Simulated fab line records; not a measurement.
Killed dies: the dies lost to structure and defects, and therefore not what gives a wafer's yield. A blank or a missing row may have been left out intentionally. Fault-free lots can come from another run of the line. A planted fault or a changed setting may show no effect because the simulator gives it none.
Which tool is to blame? ; flow n5-finfet ; 33 wafers sampled from 11 lots at 1 step of a route of 1938

WHAT THE GAUGES READ, wafer by wafer
N5_MIM_TOP_LITHO_OVL_MEAS_11.
lot;measured;on;MIM_TOP_OVL (nm)
L075;day 12 09:08;overlay-02;-7 -5 0
L077;day 13 08:25;overlay-01;-7 -9 -7
L080;day 13 15:35;overlay-02;-4 -2 -7
L082;day 14 04:10;overlay-02;-10 -13 -19
L085;day 15 01:38;overlay-02;-14 -10 -5
L084;day 15 05:38;overlay-01;4 -14 -9
L088;day 16 04:10;overlay-02;-6 -17 -9
L090;day 16 21:10;overlay-01;-3 -13 -16
L091;day 17 10:23;overlay-01;-8 -17 -14
L094;day 17 12:41;overlay-02;-6 -14 -6
L096;day 18 00:37;overlay-02;-9 -8 -6

WHICH TOOL RAN EACH LOT (tool, then ch and the chambers of the sampled wafers, then the start)
No process step before these readings appears in the record.

THE ANSWER, worked out from the rows above alone
Rule: what is usual is taken from the lots themselves. Put in order of their means at a reading, lots are off if they are a third of the lots or fewer, leave a main group of 4 or more, and stand apart from it by a gap of 3 or more times the standard deviation of the main group's means; of several such gaps the widest counts. If all means in a main group match to the digits the tables above print for the reading, that group is not used. A lot without any number at a reading at which 4 lots or more have one is off too. All remaining lots with rows at the step are treated as sound.
None of the lots is off at any reading shown; this tells nothing.

WHAT HAD BEEN PUT IN BY THE SIMULATOR
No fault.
